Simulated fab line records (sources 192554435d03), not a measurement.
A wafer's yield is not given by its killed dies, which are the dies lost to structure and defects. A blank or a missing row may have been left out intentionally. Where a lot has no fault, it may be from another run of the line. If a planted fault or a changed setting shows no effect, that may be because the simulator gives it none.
Comparing a struck lot with a sound one | flow n5-finfet | 45 out of 1938 route steps
Sound: these wafers, L467.2, L467.4, L467.6. The struck wafers were L457.4, L457.5. Last of all comes the cause.
For every step that has rows: the tool of each side, followed by ch and its chambers, followed by its first start. Under that, the readings that differ: sound wafers | struck wafers | difference of the means | sigmas: that difference in standard deviations of wafers without a fault.
alike: same words and numbers on both sides, and readings whose means sit less than 2 such deviations apart. not compared: any withheld reading, any reading some wafer has no value for, any bound like >300 that may hide the same value, and any number with overlapping values for which the record gives no deviation.
Wherever a step has rows on one side only, a row that says differs or no value, or a row with sigmas, the two part there. Non-overlapping numbers with no deviation appear without sigmas and do not part them. A reading that every wafer of one side lacks parts them only if that side has two wafers or more.

first, 11 steps without rows for these wafers: N5_BEOL_M4_DESCUM_33 (chemistry O2, time 7 s); N5_BEOL_M4_ETCH_77 (etches underlayer in N2/H2, target depth 6.5 nm, time 5.2 s); N5_BEOL_M4_ETCH_69 (etches SiARC in CF4, target depth 15.6 nm, time 26 s); N5_BEOL_M4_ALD_98 (deposits SiO2, target thk 2.5 nm, pulse time 1 s, co reactant pulse time 1 s); N5_BEOL_M4_ETCHBACK_99 (etches SiO2 in CHF3, target depth 5 nm, time 10.4 s); N5_BEOL_M4_ETCH_70 (etches SOC in N2/H2, target depth 80 nm, overetch 24 nm, time 130 s); N5_BEOL_M4_STRIP_71 (strips in N2/H2); N5_BEOL_M4_STRIP_78 (strips in N2/H2); N5_BEOL_M4_VIA_ETCH_34 (etches the open film in C4F6/O2, target depth 69.4 nm, time 65.9 s); N5_BEOL_M4_STRIP_83 (strips in C4F6/O2); N5_BEOL_M4_STRIP_36 (strips in N2/H2).
N5_BEOL_M4_TRENCH_ETCH_37: etches SiOC in C4F6/O2, target depth 55.555 nm, time 29.2 s.
  sound on rie-diel-06 ch 0,3, day 14 05:22; struck on rie-diel-01 ch 2,3, day 11 07:30
  reading                                    | sound             | struck      | difference | sigmas
  oes-product-au (a.u.)                      | 0.91 0.75 0.74    | 0.59 0.56   | -0.23      | -3
  model.etch.depth-nm (nm)                   | 56.65 55.67 55.23 | 27.66 28.51 | -27.77     |
  model.BEOL_M4.feature-depth-nm (nm)        | 56.6 55.6 55.2    | 27.6 28.6   | -27.7      |
  model.TiN_of_BEOL_M4_HM_DEP_02.thk-nm (nm) | 17.6 17.8 17.8    | 18.6 19.2   | +1.2       |
  alike: C4F6_flow_sccm, drypump-motor-current-A, mfc-ar-sccm, rf-vpp-V, showerhead-plenum-p-Torr, throttle-valve-pct
  not compared: rf-hours-counter-h
then, 2 steps without rows for these wafers: N5_BEOL_M4_ETCH_41 (etches SiCN in CH3F/O2, target depth 29.9 nm, time 52.5 s); N5_BEOL_M4_STRIP_97 (strips in N2/H2, time 10 s).
N5_BEOL_M4_OCD_MEAS_38:
  sound: ocd-01 at day 14 05:31; struck: ocd-02 at day 11 07:38
  reading              | sound          | struck    | difference | sigmas
  trench-depth-nm (nm) | 56.9 55.9 54.5 | 27.6 28.8 | -27.6      | -25
then, 25 steps without rows for these wafers: N5_BEOL_M4_HM_STRIP_39 (strips TiN in peroxide tin strip, target depth 25 nm, time 158 s); N5_BEOL_M4_SRD_40 (time 30 s); N5_BEOL_M4_PRECLEAN_42 (cleans in residue remover, time 60 s); N5_BEOL_M4_SRD_43 (time 30 s); N5_BEOL_M4_DEGAS_44 (time 60 s); N5_BEOL_M4_PRE_CLEAN_45 (time 30 s); N5_BEOL_M4_ALD_84 (deposits TaN, pulse time 2 s, purge time 3 s, co reactant purge time 2 s); N5_BEOL_M4_SURFACE_TREAT_85; N5_BEOL_M4_CVD_47 (deposits Co from CCTBA/H2, target thk 3 nm, time 223.8 s); N5_BEOL_M4_SPUTTER_48 (material Cu, target thk 4.5 nm, time 8.29 s); N5_BEOL_M4_ANNEAL_49 (time 240 s); N5_BEOL_M4_SPUTTER_79 (material Cu, target thk 4.5 nm, time 8.29 s); N5_BEOL_M4_ANNEAL_80 (time 240 s); N5_BEOL_M4_SPUTTER_81 (material Cu, target thk 4.5 nm, time 8.29 s); N5_BEOL_M4_ANNEAL_82 (time 240 s); N5_BEOL_M4_SPUTTER_86 (material Cu, target thk 4.5 nm, time 8.29 s); N5_BEOL_M4_ANNEAL_87 (time 240 s); N5_BEOL_M4_SPUTTER_88 (material Cu, target thk 4.5 nm, time 8.29 s); N5_BEOL_M4_ANNEAL_89 (time 240 s); N5_BEOL_M4_SPUTTER_90 (material Cu, target thk 4.5 nm, time 8.29 s); N5_BEOL_M4_ANNEAL_91 (time 240 s); N5_BEOL_M4_SPUTTER_92 (material Cu, target thk 4.5 nm, time 8.29 s); N5_BEOL_M4_ANNEAL_93 (time 240 s); N5_BEOL_M4_SPUTTER_94 (material Cu, target thk 4.5 nm, time 8.29 s); N5_BEOL_M4_ANNEAL_95 (time 240 s).
N5_BEOL_M4_CMP_52: polishes, stops on SiOC, t overpolish 6.8 s, target thk 40 nm.
  sound on cmp-04 ch 0,3, day 14 09:25; struck on cmp-01 ch 0,3, day 11 12:25
  reading                                | sound          | struck    | difference | sigmas
  model.Cu_of_BEOL_M4_ECD_50.thk-nm (nm) | 42.6 42.6 41.2 | 14.6 13.8 | -27.9      |
  alike: motor-current-A
N5_BEOL_M4_THK_MEAS_53: measures by xrf.
  sound: film-metro-01 at day 14 09:42; struck: film-metro-01 at day 11 12:41
  reading     | sound          | struck    | difference | sigmas
  M4_THK (nm) | 42.2 42.2 40.9 | 14.4 13.6 | -27.8      | -17
N5_BEOL_M4_RS_MEAS_58: the measuring method here is four-point-probe.
  sound: film-metro-02 at day 14 09:58; struck: film-metro-02 at day 11 12:56
  reading        | sound          | struck    | difference | sigmas
  M4_RS (ohm/sq) | 0.61 0.62 0.64 | 2.63 2.87 | +2.13      | +63
N5_BEOL_M4_RC_MEAS_101:
  the record has rows for the sound wafers here (prober-01 ch 0, day 14 10:10) and none for the struck ones
-- a jump in the record: the struck wafers' starts before and after are 5 days apart (it breaks off in module BEOL_M4 and resumes in module PASSIVATION, where the first step shown is number 1936 of the route) --
N5_PASSIVATION_PROBE_49:
  record: rows for the struck wafers here (prober-01, day 16 10:08), none for the sound ones

WHERE THEY PART
At N5_BEOL_M4_TRENCH_ETCH_37 first; at N5_PASSIVATION_PROBE_49 last (within this record only).

WHY: what had been put in by the simulator
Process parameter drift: rie-diel-01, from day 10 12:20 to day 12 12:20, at N5_BEOL_M4_TRENCH_ETCH_37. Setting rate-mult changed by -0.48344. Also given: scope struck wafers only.
